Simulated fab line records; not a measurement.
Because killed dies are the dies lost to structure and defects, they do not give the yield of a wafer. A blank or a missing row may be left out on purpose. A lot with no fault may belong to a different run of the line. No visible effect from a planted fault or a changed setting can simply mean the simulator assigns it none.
Matching of chambers    flow n5_finfet    N5_BEOL_M0_ETCH_109 on rie_diel-05: 4 sister chambers
The step etches SiCN in CH3F/O2, target depth 8 nm, overetch 2.4 nm, time 27.4 s. 4 wafers are shown with their chamber, then 6 later ones without.

## WAFERS PAIRED WITH THEIR CHAMBERS
wafer   chamber  showerhead_plenum_p_Torr (Torr)
L363.4  2        2.07
L363.5  3        1.98
L366.1  1        1.96
L366.3  0        2.09

## WAFERS WITH NO CHAMBER GIVEN
wafer   showerhead_plenum_p_Torr (Torr)
L366.5  2.09
L367.1  1.98
L367.2  2.06
L367.3  2.09
L368.1  1.98
L368.3  1.96

## EACH ONE'S CHAMBER
wafer   from the rows above  in truth
L366.5  0                    0
L367.1  3                    3
L367.2  2                    2
L367.3  0                    0
L368.1  3                    3
L368.3  1                    1
Placed correctly: 6 of 6. Not placeable from these rows: 0. Number placed wrongly: 0.
How it was worked out, from the rows above alone: a wafer's distance from a chamber is the root of the sum, over the readings, of the square of ((its reading less the chamber's mean) divided by the reading's scatter). If the next closest chamber is less than 2 further off than the closest, the wafer can't be placed; otherwise it belongs to the closest. A chamber's mean is the mean of its shown wafers. The scatter (one wafer shown for each chamber): square how far every hidden wafer sits from the nearest shown wafer, average those squares and take the square root.
